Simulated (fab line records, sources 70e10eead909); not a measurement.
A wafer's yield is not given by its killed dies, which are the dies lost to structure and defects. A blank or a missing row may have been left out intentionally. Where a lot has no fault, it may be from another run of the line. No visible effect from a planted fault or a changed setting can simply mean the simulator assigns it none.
fab line records	flow nand_harc
[record] lots = 24	wafers = 72	last_day = 34
route steps=1302 shown P_M2@350 P_BONDPAD@369 A_ZERO_WELL@403 A_SOURCE_PLATE@416 A_ONON_D1@425
lots with no fault: from the same line, run without faults
start_h: hours from the record's opening day to when the first of the lot's shown wafers began	wait_h: hours elapsed since this lot's preceding step	" same as the row above	L1.1+2: a single row standing in for several wafers	- no value present, or no start provided	* or withheld: withheld	< > ~ a bound
route shown NAME@n: a module of which the file shows steps, and the number in the route of the first	usual: mean/standard deviation of fault-free wafers	same: alike in all rows	chamber/n: place in a boat	sites: per-site readings	_std_site: the standard deviation of these	_edge_site: mean of outer sites minus mean of inner sites	radius_mm: for every site, how far away it sits from the centre of the wafer	mask NAME#n: copy n	behind: the tool/chamber that last shaped the wafer	hold: cause of the lot's hold/its duration in hours/its outcome	device: the n, p or np transistor that did not switch	end of line: the tests these same wafers got at the end of their route	a step given without rows: its recipe and nothing more	killed: the dies lost at the first sort to structure and to defects; this is not the yield of the wafer	map: dies across one wafer; x = killed, . = not, _ = none there
set.NAME: setting as actually run; set.NAME@STEP: the setting as run at that earlier step	model.NAME: the simulator's own value behind a step, which no gauge read
one table for each step of the route and one row for each wafer, over a sample of lots
services: when a tool's chamber went out of use (start_h, in hours from the record's first day, below 0 if earlier), for how many hours, and the reason
[[steps]]
[step NHARC_P_M2_DEP_33]
[recipe] target_thk_a = 300	temp_c = 370	target_thk_nm = 30	pressure_torr = 3	flow_sccm = 200	rf_w = 450	material = SiCN
[usual] heater_power_outer_w = 345/56	heater_power_w = 601/83	rf_fwd_power_W = 448.9/1.4
lot.wafer	tool	chamber	start_h	wait_h	heater_power_outer_w	heater_power_w	rf_fwd_power_W
L074.1	pecvd-04	0	138.55	0.1	330	544	449.8
L074.3	"	1	"	"	276	482	448.4
L074.6	"	1	"	"	276	484	448.2
L075.2	pecvd-01	0	144.91	0.1	357	643	448.0
L075.1	"	2	"	"	387	696	448.5
L075.5	"	1	"	"	376	696	447.2
L076.2	pecvd-02	0	159.57	0.1	327	604	449.3
L076.3	"	1	"	"	274	515	451.1
L076.5	"	1	"	"	268	520	450.1
L077.1	pecvd-04	2	160.84	0.1	382	608	448.2
L077.2	"	0	"	"	323	563	449.4
L077.3	"	1	"	"	290	495	453.0
L079.3	pecvd-02	1	181.43	0.1	290	554	449.2
L079.6	"	1	"	"	280	537	447.9
L079.5	"	2	"	"	370	615	449.9
L078.2	pecvd-01	2	182.29	0.1	385	684	449.9
L078.6	"	2	"	"	375	695	450.1
L078.4	"	1	"	"	410	744	448.8
L080.1	pecvd-02	2	192.65	0.1	349	590	448.0
L080.3	"	0	"	"	330	595	449.1
L080.6	"	2	"	"	364	584	448.4
L081.2	pecvd-01	1	205.27	0.1	464	801	448.9
L081.5	"	0	"	"	349	639	448.7
L081.4	"	2	"	"	289	560	448.8
L082.2	pecvd-01	1	211.54	0.1	428	745	450.0
L082.6	"	2	"	"	368	650	449.4
L082.4	"	1	"	"	425	769	451.4
L083.3	pecvd-04	1	221.83	0.1	315	534	449.0
L083.1	"	2	"	"	350	570	447.1
L083.4	"	0	"	"	307	539	449.7
L084.3	pecvd-04	2	233.24	0.1	374	584	447.4
L084.6	"	1	"	"	320	548	447.9
L084.5	"	2	"	"	376	593	448.8
L085.1	pecvd-04	2	247.86	0.1	366	584	448.5
L085.5	"	2	"	"	364	568	447.7
L085.6	"	0	"	"	336	585	449.8
L086.1	pecvd-02	1	251.66	0.1	261	501	447.7
L086.5	"	1	"	"	264	503	447.7
L086.6	"	2	"	"	390	633	449.7
L087.3	pecvd-02	1	261.17	0.1	229	435	448.0
L087.1	"	2	"	"	308	520	448.4
L087.6	"	1	"	"	220	450	449.9
L088.6	pecvd-01	0	278.02	0.2	355	644	450.7
L088.4	"	1	"	"	438	783	448.3
L088.5	"	2	"	"	337	616	448.9
L089.3	pecvd-02	1	278.65	0.1	265	500	446.2
L089.5	"	1	"	"	268	500	448.3
L089.6	"	0	"	"	394	687	449.7
L090.3	pecvd-04	1	300.86	0.1	323	564	448.2
L090.2	"	2	"	"	360	573	450.0
L090.4	"	0	"	"	354	635	449.0
L091.3	pecvd-02	1	301.57	0.1	281	530	450.1
L091.5	"	2	"	"	336	568	450.4
L091.6	"	0	"	"	430	708	447.2
L092.3	pecvd-04	2	308.98	0.1	387	607	448.1
L092.6	"	2	"	"	397	603	448.2
L092.5	"	1	"	"	261	486	446.9
L093.3	pecvd-04	1	323.76	0.1	357	596	448.4
L093.1	"	2	"	"	369	575	448.6
L093.6	"	0	"	"	346	590	446.0
L094.2	pecvd-02	1	328.40	0.1	278	523	447.5
L094.6	"	1	"	"	278	537	452.1
L094.4	"	0	"	"	422	723	449.2
L095.2	pecvd-02	0	351.92	0.1	348	624	447.9
L095.3	"	1	"	"	285	544	449.1
L095.5	"	1	"	"	287	552	451.1
L096.2	pecvd-02	2	356.12	0.1	340	574	446.6
L096.3	"	0	"	"	426	731	450.3
L096.1	"	1	"	"	208	444	448.1
L097.2	pecvd-02	2	366.27	0.1	397	636	451.3
L097.4	"	2	"	"	387	642	449.0
L097.6	"	0	"	"	441	725	448.6
[step NHARC_P_BONDPAD_ETCH_12]
[recipe] target_depth_a = 2000	time_s = 100	chf3_flow_sccm = 50	o2_flow_sccm = 10	ar_flow_sccm = 200	rf_w = 500	bias_w = 200	chemistry = CHF3/O2
[usual] drypump_motor_current_A = 5.6/0.43	oes_product_au = 0.941/0.024	rf_fwd_power_W = 496.7/1.8	rf_vpp_V = 371.1/1.7	showerhead_plenum_p_Torr = 2.43/0.076	throttle_valve_pct = 20.572/0.01
lot.wafer	tool	chamber	start_h	wait_h	drypump_motor_current_A	oes_product_au	rf_fwd_power_W	rf_hours_counter_h	rf_vpp_V	showerhead_plenum_p_Torr	throttle_valve_pct
L074.3	rie_diel-03	1	-	-	5.3	0.908	497.8	0.4	371.6	2.44	20.562
L074.1	"	0	"	"	6.3	0.942	496.3	0.4	370.2	2.35	20.594
L074.6	"	1	"	"	5.3	0.912	494.2	-	370.0	2.44	20.572
L075.2	rie_diel-12	1	-	-	5.6	0.983	496.1	1.9	373.4	2.53	20.571
L075.1	"	2	"	"	5.9	0.986	496.6	1.8	372.3	2.45	20.559
L075.5	"	1	"	"	5.7	0.984	495.5	-	372.2	2.53	20.571
L076.3	rie_diel-08	1	-	-	6.3	0.920	497.2	9.1	370.2	2.43	20.579
L076.2	"	3	"	"	5.4	0.958	495.2	9.5	373.1	2.55	20.579
L076.5	"	1	"	"	6.4	0.917	497.1	-	372.0	2.43	20.564
L077.3	rie_diel-03	3	-	-	5.2	0.923	497.4	2.9	372.0	2.52	20.562
L077.1	"	0	"	"	6.3	0.926	499.1	2.4	369.4	2.35	20.581
L077.2	"	1	"	"	5.3	0.914	496.5	2.6	371.3	2.44	20.564
L079.3	rie_diel-12	0	-	-	5.0	0.930	496.7	2.3	368.7	2.29	20.551
L079.5	"	3	"	"	5.7	0.919	498.6	-	371.8	2.44	20.572
L079.6	"	0	"	"	5.0	0.932	495.3	-	366.4	2.29	20.577
L078.4	rie_diel-12	3	-	-	5.7	0.960	498.2	2.3	370.7	2.44	20.574
L078.2	"	0	"	"	5.0	0.978	496.1	2.3	369.6	2.29	20.574
L078.6	"	3	"	"	5.7	0.963	497.6	-	371.3	2.44	20.563
L080.3	rie_diel-03	0	-	-	6.3	0.936	499.5	3.7	369.8	2.35	20.556
L080.1	"	1	"	"	5.3	0.923	497.7	4.3	370.9	2.44	20.557
L080.6	"	3	"	"	5.2	0.914	494.3	-	371.7	2.52	20.574
L081.4	rie_diel-12	3	-	-	5.7	0.927	499.7	2.8	371.2	2.44	20.574
L081.2	"	0	"	"	5.0	0.941	497.8	2.8	368.3	2.29	20.564
L081.5	"	2	"	"	5.9	0.952	496.6	-	371.0	2.45	20.583
L082.4	rie_diel-12	3	-	-	5.7	0.920	496.5	3.0	372.2	2.44	20.564
L082.2	"	2	"	"	5.9	0.932	498.0	3.3	372.3	2.45	20.577
L082.6	"	3	"	"	5.7	0.924	497.5	-	372.0	2.44	20.573
L083.4	rie_diel-12	0	-	-	5.0	0.928	495.0	3.3	368.7	2.29	20.575
L083.3	"	1	"	"	5.7	0.928	495.1	3.5	374.0	2.53	20.564
L083.1	"	3	"	"	5.7	0.925	498.8	3.6	370.6	2.44	20.575
L084.3	rie_diel-12	2	-	-	5.9	0.911	498.6	4.3	371.4	2.45	20.575
L084.6	"	2	"	"	5.9	0.928	499.5	-	370.5	2.45	20.587
L084.5	"	3	"	"	5.7	0.921	496.0	-	372.0	2.43	20.572
L085.1	rie_diel-03	3	-	-	5.2	0.971	495.8	6.3	372.3	2.52	20.577
L085.5	"	0	"	"	6.3	0.987	497.5	-	370.1	2.35	20.601
L085.6	"	1	"	"	5.3	0.947	496.0	-	370.9	2.44	20.577
L086.1	rie_diel-03	0	-	-	6.3	0.928	497.3	6.9	369.8	2.35	20.575
L086.5	"	3	"	"	5.2	0.928	495.1	-	372.9	2.52	20.579
L086.6	"	0	"	"	6.3	0.937	496.5	-	368.9	2.35	20.568
L087.1	rie_diel-08	3	-	-	5.4	0.951	494.5	5.2	372.0	2.55	20.591
L087.3	"	0	"	"	5.1	0.895	496.1	5.0	372.2	2.47	20.587
L087.6	"	1	"	"	6.4	0.925	496.8	-	369.5	2.42	20.563
L088.4	rie_diel-12	3	-	-	5.7	0.964	495.2	0.0	369.3	2.44	20.589
L088.5	"	2	"	"	5.9	0.959	495.6	-	370.8	2.45	20.568
L088.6	"	3	"	"	5.7	0.962	496.6	-	372.2	2.43	20.573
L089.3	rie_diel-12	1	-	-	5.7	0.984	496.8	0.1	373.0	2.53	20.588
L089.6	"	0	"	"	5.0	0.946	501.2	-	366.8	2.29	20.598
L089.5	"	1	"	"	5.7	0.984	496.1	-	374.0	2.53	20.562
L090.3	rie_diel-03	1	-	-	5.3	0.972	496.6	0.7	370.6	2.44	20.574
L090.2	"	3	"	"	5.2	0.988	495.5	0.8	372.3	2.52	20.593
L090.4	"	0	"	"	6.3	0.983	498.9	1.0	369.7	2.35	20.572
L091.3	rie_diel-08	3	-	-	5.4	0.948	497.2	6.8	373.5	2.55	20.578
L091.5	"	0	"	"	5.1	0.907	495.4	-	372.2	2.47	20.569
L091.6	"	1	"	"	6.3	0.922	496.8	-	371.0	2.42	20.566
L092.3	rie_diel-08	3	-	-	5.4	0.947	493.6	7.6	374.0	2.55	20.580
L092.6	"	0	"	"	5.1	0.901	498.1	-	372.0	2.47	20.576
L092.5	"	1	"	"	6.3	0.923	494.1	-	372.9	2.42	20.559
L093.3	rie_diel-12	1	-	-	5.6	0.981	498.6	1.3	374.3	2.53	20.574
L093.1	"	2	"	"	5.9	0.925	495.8	2.4	370.8	2.45	20.582
L093.6	"	1	"	"	5.6	0.988	494.2	-	371.9	2.53	20.571
L094.2	rie_diel-03	3	-	-	5.2	0.928	495.1	1.9	372.3	2.52	20.571
L094.4	"	0	"	"	6.3	0.957	498.7	2.0	369.5	2.35	20.573
L094.6	"	1	"	"	5.3	0.927	494.7	-	370.6	2.44	20.567
L095.3	rie_diel-12	3	-	-	5.7	0.954	495.5	3.1	371.1	2.43	20.573
L095.2	"	2	"	"	5.9	0.962	496.8	3.2	373.4	2.45	20.556
L095.5	"	3	"	"	5.7	0.947	496.2	-	370.6	2.43	20.578
L096.1	rie_diel-03	3	-	-	5.2	0.928	496.5	3.4	372.6	2.52	20.579
L096.2	"	0	"	"	6.3	0.946	500.2	3.7	368.6	2.35	20.550
L096.3	"	1	"	"	5.3	0.924	498.1	3.6	372.0	2.43	20.564
L097.2	rie_diel-03	1	-	-	5.3	0.928	494.8	3.9	372.1	2.44	20.573
L097.4	"	2	"	"	6.0	0.920	495.6	3.7	370.5	2.36	20.574
L097.6	"	3	"	"	5.2	0.923	497.0	-	372.9	2.52	20.568
[step NHARC_P_BONDPAD_DEGAS_25]
[recipe] temp_c = 300	time_s = 60
[usual] heater_power_w = 495/49
lot.wafer	tool	chamber	start_h	wait_h	heater_power_w
L074.1	pvd_sputter-02	-	141.36	-	473
L074.3	"	-	"	"	554
L074.6	"	-	"	"	487
L075.2	pvd_sputter-03	-	147.98	-	394
L075.1	"	-	"	"	439
L075.5	"	-	"	"	406
L076.2	pvd_sputter-01	-	162.26	-	459
L076.3	"	-	"	"	447
L076.5	"	-	"	"	547
L077.2	pvd_sputter-03	-	163.71	-	436
L077.1	"	-	"	"	440
L077.3	"	-	"	"	402
L079.3	pvd_sputter-02	-	184.09	-	472
L079.6	"	-	"	"	495
L079.5	"	-	"	"	567
L078.4	pvd_sputter-02	-	185.08	-	567
L078.2	"	-	"	"	475
L078.6	"	-	"	"	576
L080.1	pvd_sputter-02	-	195.61	-	593
L080.3	"	-	"	"	480
L080.6	"	-	"	"	560
L081.2	pvd_sputter-01	-	207.88	-	550
L081.4	"	-	"	"	451
L081.5	"	-	"	"	548
L082.2	pvd_sputter-03	-	214.26	-	409
L082.4	"	-	"	"	446
L082.6	"	-	"	"	408
L083.1	pvd_sputter-01	-	224.58	-	448
L083.4	"	-	"	"	463
L083.3	"	-	"	"	552
L084.3	pvd_sputter-02	-	236.27	-	474
L084.6	"	-	"	"	570
L084.5	"	-	"	"	481
L085.1	pvd_sputter-01	-	250.61	-	535
L085.5	"	-	"	"	536
L085.6	"	-	"	"	462
L086.1	pvd_sputter-01	-	254.47	-	529
L086.6	"	-	"	"	466
L086.5	"	-	"	"	457
L087.3	pvd_sputter-02	-	263.92	-	478
L087.1	"	-	"	"	479
L087.6	"	-	"	"	577
L088.4	pvd_sputter-03	-	280.55	-	460
L088.5	"	-	"	"	437
L088.6	"	-	"	"	452
L089.3	pvd_sputter-03	-	281.45	-	415
L089.5	"	-	"	"	447
L089.6	"	-	"	"	467
L090.3	pvd_sputter-02	-	303.67	-	557
L090.4	"	-	"	"	489
L090.2	"	-	"	"	543
L091.3	pvd_sputter-01	-	304.43	-	453
L091.6	"	-	"	"	512
L091.5	"	-	"	"	454
L092.3	pvd_sputter-02	-	311.65	-	481
L092.5	"	-	"	"	563
L092.6	"	-	"	"	501
L093.1	pvd_sputter-01	-	326.41	-	533
L093.3	"	-	"	"	457
L093.6	"	-	"	"	535
L094.4	pvd_sputter-03	-	331.08	-	492
L094.2	"	-	"	"	438
L094.6	"	-	"	"	412
L095.3	pvd_sputter-02	-	354.60	-	559
L095.2	"	-	"	"	491
L095.5	"	-	"	"	541
L096.1	pvd_sputter-02	-	358.91	-	492
L096.2	"	-	"	"	547
L096.3	"	-	"	"	477
L097.4	pvd_sputter-01	-	368.95	-	464
L097.2	"	-	"	"	528
L097.6	"	-	"	"	461
[step NHARC_A_ZERO_WELL_DESCUM_12]
[recipe] time_s = 3	o2_flow_sccm = 200	ar_flow_sccm = 0	bias_power_w = 0	chemistry = O2
[usual] drypump_motor_current_A = 5.39/0.27	oes_product_au = 1.003/0.014	rf_vpp_V = 58.0/0.93	showerhead_plenum_p_Torr = 1.97/0.089	throttle_valve_pct = 11.312/0.0097
lot.wafer	tool	chamber	start_h	wait_h	drypump_motor_current_A	oes_product_au	rf_hours_counter_h	rf_vpp_V	showerhead_plenum_p_Torr	throttle_valve_pct
L074.3	rie_diel-07	1	144.33	-	5.15	0.988	1	57.6	1.96	11.317
L074.1	"	0	"	"	5.35	1.002	0	58.2	2.00	11.306
L074.6	"	2	"	"	5.33	1.001	-	58.5	2.05	11.320
L075.1	rie_diel-07	3	151.04	-	5.49	1.019	0	57.2	2.06	11.320
L075.2	"	0	"	"	5.33	1.004	0	57.3	2.00	11.309
L075.5	"	3	"	"	5.49	1.014	-	58.3	2.06	11.333
L076.2	rie_diel-07	1	165.37	-	5.15	0.982	1	57.8	1.96	11.313
L076.3	"	2	"	"	5.33	1.000	1	58.8	2.05	11.322
L076.5	"	1	"	"	5.13	0.994	-	57.9	1.96	11.297
L077.1	rie_diel-05	3	166.80	-	5.39	0.991	18	59.5	1.88	11.325
L077.3	"	1	"	"	6.20	0.987	15	56.7	1.77	11.312
L077.2	"	2	"	"	5.17	0.986	18	57.2	1.80	11.310
L079.3	rie_diel-07	1	187.17	-	5.12	0.992	2	59.0	1.96	11.293
L079.6	"	0	"	"	5.33	1.005	-	57.5	2.00	11.316
L079.5	"	1	"	"	5.13	0.995	-	59.3	1.96	11.312
L078.2	rie_diel-07	0	188.16	-	5.34	1.002	1	58.0	2.00	11.316
L078.4	"	0	"	"	5.36	1.002	-	57.7	2.00	11.310
L078.6	"	1	"	"	5.15	0.996	-	58.5	1.96	11.308
L080.3	rie_diel-04	3	198.69	-	6.15	1.001	3	58.8	1.84	11.312
L080.1	"	0	"	"	5.67	1.021	3	58.2	2.05	11.319
L080.6	"	0	"	"	5.68	1.021	-	58.5	2.05	11.326
L081.2	rie_diel-07	0	210.98	-	5.32	1.003	2	57.8	2.00	11.316
L081.4	"	1	"	"	5.14	0.973	3	58.2	1.96	11.326
L081.5	"	0	"	"	5.32	0.999	-	59.2	2.00	11.320
L082.2	rie_diel-07	2	217.23	-	5.32	1.009	3	58.6	2.04	11.325
L082.4	"	3	"	"	5.46	1.025	2	56.9	2.06	11.308
L082.6	"	1	"	"	5.15	0.988	-	58.1	1.96	11.307
L083.3	rie_diel-05	0	227.67	-	6.00	1.004	26	58.2	1.77	11.315
L083.1	"	2	"	"	5.20	0.989	26	58.0	1.80	11.312
L083.4	"	3	"	"	5.41	0.977	26	57.0	1.88	11.296
L084.3	rie_diel-07	2	239.20	-	5.32	1.021	4	58.4	2.04	11.321
L084.5	"	1	"	"	5.15	0.977	-	59.2	1.96	11.309
L084.6	"	2	"	"	5.31	1.010	-	57.5	2.04	11.301
L085.1	rie_diel-07	0	253.72	-	5.34	1.014	3	56.7	2.00	11.322
L085.5	"	1	"	"	5.14	0.983	-	59.2	1.96	11.298
L085.6	"	2	"	"	5.31	1.011	-	58.7	2.04	11.309
L086.1	rie_diel-07	2	257.54	-	5.33	1.016	4	58.4	2.04	11.317
L086.6	"	1	"	"	5.14	0.989	-	58.6	1.96	11.303
L086.5	"	2	"	"	5.35	1.015	-	57.5	2.04	11.308
L087.1	rie_diel-07	1	267.00	-	5.14	1.000	4	57.6	1.96	11.313
L087.3	"	2	"	"	5.32	1.017	4	57.4	2.04	11.312
L087.6	"	0	"	"	5.32	1.005	-	58.1	2.00	11.316
L088.4	rie_diel-07	3	283.65	-	5.51	1.021	3	58.8	2.06	11.317
L088.5	"	0	"	"	5.31	0.995	-	58.0	2.00	11.319
L088.6	"	1	"	"	5.12	0.977	-	58.4	1.96	11.327
L089.3	rie_diel-07	1	284.37	-	5.14	0.982	4	59.8	1.96	11.302
L089.6	"	1	"	"	5.15	0.985	-	57.4	1.96	11.296
L089.5	"	2	"	"	5.31	1.015	-	59.9	2.04	11.318
L090.3	rie_diel-07	0	306.80	-	5.33	1.026	0	58.6	2.00	11.306
L090.2	"	2	"	"	5.34	0.999	0	56.5	2.04	11.309
L090.4	"	3	"	"	5.46	0.999	0	59.1	2.06	11.292
L091.3	rie_diel-04	0	307.42	-	5.72	1.026	42	59.6	2.04	11.325
L091.5	"	1	"	"	5.42	1.009	-	59.0	1.90	11.300
L091.6	"	2	"	"	5.57	0.988	-	56.3	1.79	11.307
L092.3	rie_diel-07	2	314.62	-	5.32	1.005	1	57.3	2.04	11.296
L092.6	"	1	"	"	5.15	1.001	-	58.4	1.96	11.322
L092.5	"	2	"	"	5.31	1.002	-	58.4	2.04	11.306
L093.3	rie_diel-05	0	329.50	-	5.98	0.985	19	57.5	1.77	11.299
L093.1	"	1	"	"	6.18	1.024	16	56.7	1.76	11.297
L093.6	"	2	"	"	5.13	0.993	-	58.6	1.80	11.316
L094.2	rie_diel-07	2	334.14	-	5.31	1.008	1	58.0	2.04	11.323
L094.4	"	0	"	"	5.34	1.030	1	57.2	2.00	11.315
L094.6	"	2	"	"	5.31	0.999	-	58.4	2.04	11.309
L095.3	rie_diel-07	1	357.57	-	5.14	1.001	2	57.0	1.96	11.309
L095.2	"	2	"	"	5.33	1.008	2	59.4	2.04	11.318
L095.5	"	0	"	"	5.32	1.022	-	58.0	1.99	11.311
L096.3	rie_diel-07	0	362.01	-	5.31	1.036	2	57.2	1.99	11.310
L096.2	"	2	"	"	5.32	1.004	2	57.7	2.04	11.321
L096.1	"	3	"	"	5.45	0.999	2	60.7	2.06	11.317
L097.2	rie_diel-07	3	372.01	-	5.49	1.007	2	58.1	2.06	11.305
L097.4	"	0	"	"	5.35	1.021	2	58.7	1.99	11.319
L097.6	"	3	"	"	5.46	1.001	-	58.1	2.06	11.306
[step NHARC_A_SOURCE_PLATE_THK_MEAS_09]
[recipe] thk_meas_gauge = ellipsometry
[usual] thk_nm = 9.6/1.1
lot.wafer	tool	chamber	start_h	wait_h	thk_nm
L074.1	film_metro-01	-	153.11	0.4	10.7
L074.3	"	-	"	"	8.1
L074.6	"	-	"	"	10.2
L075.1	film_metro-02	-	159.49	0.4	9.7
L075.2	"	-	"	"	10.8
L075.5	"	-	"	"	10.1
L077.1	film_metro-01	-	174.79	0.4	9.8
L077.2	"	-	"	"	10.6
L077.3	"	-	"	"	7.6
L076.2	film_metro-02	-	174.79	0.4	7.4
L076.3	"	-	"	"	8.1
L076.5	"	-	"	"	9.6
L078.2	film_metro-02	-	195.83	0.4	10.9
L078.4	"	-	"	"	9.3
L078.6	"	-	"	"	7.7
L079.3	film_metro-01	-	195.83	0.4	10.1
L079.5	"	-	"	"	12.0
L079.6	"	-	"	"	10.3
L080.1	film_metro-01	-	206.79	0.4	10.2
L080.3	"	-	"	"	9.9
L080.6	"	-	"	"	9.9
L081.2	film_metro-01	-	219.61	0.4	9.4
L081.4	"	-	"	"	8.9
L081.5	"	-	"	"	8.0
L082.2	film_metro-02	-	225.29	0.4	9.7
L082.4	"	-	"	"	7.4
L082.6	"	-	"	"	10.8
L083.1	film_metro-02	-	237.99	0.4	9.9
L083.3	"	-	"	"	9.1
L083.4	"	-	"	"	9.2
L084.3	film_metro-01	-	247.86	0.4	10.8
L084.5	"	-	"	"	9.0
L084.6	"	-	"	"	11.4
L085.1	film_metro-02	-	263.00	0.4	11.4
L085.5	"	-	"	"	10.0
L085.6	"	-	"	"	10.7
L086.1	film_metro-01	-	265.61	0.4	10.1
L086.5	"	-	"	"	8.7
L086.6	"	-	"	"	8.5
L087.1	film_metro-01	-	275.08	0.4	9.0
L087.3	"	-	"	"	10.0
L087.6	"	-	"	"	9.3
L088.4	film_metro-02	-	292.12	0.4	9.8
L088.5	"	-	"	"	9.9
L088.6	"	-	"	"	8.8
L089.3	film_metro-01	-	292.13	0.4	9.3
L089.5	"	-	"	"	9.2
L089.6	"	-	"	"	11.3
L090.2	film_metro-02	-	319.34	0.4	10.5
L090.3	"	-	"	"	8.1
L090.4	"	-	"	"	8.5
L091.3	film_metro-01	-	319.34	0.4	11.6
L091.5	"	-	"	"	11.4
L091.6	"	-	"	"	9.4
L092.3	film_metro-02	-	323.10	0.4	8.6
L092.5	"	-	"	"	8.8
L092.6	"	-	"	"	8.8
L093.1	film_metro-02	-	339.64	0.4	8.7
L093.3	"	-	"	"	8.3
L093.6	"	-	"	"	9.3
L094.2	film_metro-01	-	343.34	0.4	9.5
L094.4	"	-	"	"	11.3
L094.6	"	-	"	"	11.3
L095.2	film_metro-01	-	365.66	0.4	9.5
L095.3	"	-	"	"	8.4
L095.5	"	-	"	"	9.8
L096.1	film_metro-01	-	371.61	0.4	9.8
L096.2	"	-	"	"	9.8
L096.3	"	-	"	"	10.3
L097.2	film_metro-01	-	380.61	0.4	9.5
L097.4	"	-	"	"	9.8
L097.6	"	-	"	"	11.4
[step NHARC_A_ONON_D1_THK_MEAS_02]
[recipe] thk_meas_gauge = ellipsometry
[usual] thk_nm = 1002/10
lot.wafer	tool	chamber	start_h	wait_h	thk_nm
L074.1	film_metro-01	-	166.22	-	996
L074.3	"	-	"	"	996
L074.6	"	-	"	"	995
L075.1	film_metro-02	-	174.60	-	994
L075.2	"	-	"	"	993
L075.5	"	-	"	"	993
L076.2	film_metro-01	-	187.90	-	1002
L076.3	"	-	"	"	1001
L076.5	"	-	"	"	1002
L077.1	film_metro-02	-	187.90	-	980
L077.2	"	-	"	"	983
L077.3	"	-	"	"	983
L079.3	film_metro-02	-	210.63	-	1006
L079.5	"	-	"	"	1006
L079.6	"	-	"	"	1005
L078.2	film_metro-01	-	210.63	-	997
L078.4	"	-	"	"	998
L078.6	"	-	"	"	998
L080.1	film_metro-02	-	220.53	-	1005
L080.3	"	-	"	"	1002
L080.6	"	-	"	"	1005
L081.2	film_metro-02	-	233.20	-	1017
L081.4	"	-	"	"	1018
L081.5	"	-	"	"	1017
L082.2	film_metro-02	-	241.38	-	1006
L082.4	"	-	"	"	1007
L082.6	"	-	"	"	1006
L083.1	film_metro-01	-	252.17	-	1006
L083.3	"	-	"	"	1005
L083.4	"	-	"	"	1006
L084.3	film_metro-01	-	261.31	-	1031
L084.5	"	-	"	"	1031
L084.6	"	-	"	"	1032
L085.1	film_metro-01	-	279.28	-	989
L085.5	"	-	"	"	988
L085.6	"	-	"	"	990
L086.1	film_metro-02	-	279.34	-	1000
L086.5	"	-	"	"	1000
L086.6	"	-	"	"	998
L087.1	film_metro-02	-	288.76	-	998
L087.3	"	-	"	"	1000
L087.6	"	-	"	"	1000
L088.4	film_metro-02	-	305.95	-	994
L088.5	"	-	"	"	992
L088.6	"	-	"	"	993
L089.3	film_metro-02	-	305.96	-	1006
L089.5	"	-	"	"	1005
L089.6	"	-	"	"	1005
L090.2	film_metro-01	-	332.88	-	1004
L090.3	"	-	"	"	1004
L090.4	"	-	"	"	1003
L091.3	film_metro-02	-	332.89	-	991
L091.5	"	-	"	"	990
L091.6	"	-	"	"	990
L092.3	film_metro-02	-	336.64	-	1002
L092.5	"	-	"	"	1002
L092.6	"	-	"	"	1001
L093.1	film_metro-01	-	352.78	-	996
L093.3	"	-	"	"	997
L093.6	"	-	"	"	996
L094.2	film_metro-02	-	357.40	-	1001
L094.4	"	-	"	"	999
L094.6	"	-	"	"	1002
L095.2	film_metro-01	-	378.86	-	1008
L095.3	"	-	"	"	1008
L095.5	"	-	"	"	1005
L096.1	film_metro-01	-	384.84	-	1020
L096.2	"	-	"	"	1019
L096.3	"	-	"	"	1023
L097.2	film_metro-02	-	399.31	-	990
L097.4	"	-	"	"	991
L097.6	"	-	"	"	992
[[services]]
tool	chamber	start_h	hours	kind
pvd_sputter-02	-	114.97	1.8	repair
rie_diel-07	-	117.20	9.0	pm
pecvd-02	1	128.65	13.9	repair
rie_diel-03	-	133.82	0.7	repair
rie_diel-03	2	160.51	6.5	repair
pvd_sputter-03	-	170.00	10.0	pm
pecvd-04	0	171.76	2.3	repair
rie_diel-07	3	174.23	20.7	repair
rie_diel-07	0	179.19	7.6	repair
rie_diel-07	1	182.31	3.8	repair
rie_diel-12	0	193.16	1.3	repair
pvd_sputter-01	-	226.03	10.0	pm
pecvd-02	-	227.00	13.0	pm
rie_diel-07	-	262.25	0.3	repair
rie_diel-12	-	267.64	0.8	repair
pecvd-04	-	269.01	13.0	pm
rie_diel-03	-	281.45	9.0	pm
pvd_sputter-02	-	282.03	10.0	pm
rie_diel-12	1	289.48	20.6	repair
rie_diel-07	-	294.20	9.0	pm
pecvd-04	-	335.05	0.7	repair
pvd_sputter-03	-	336.58	1.4	repair
rie_diel-03	1	337.73	2.2	repair
pvd_sputter-02	-	342.53	5.0	repair
[[key]]
fault none
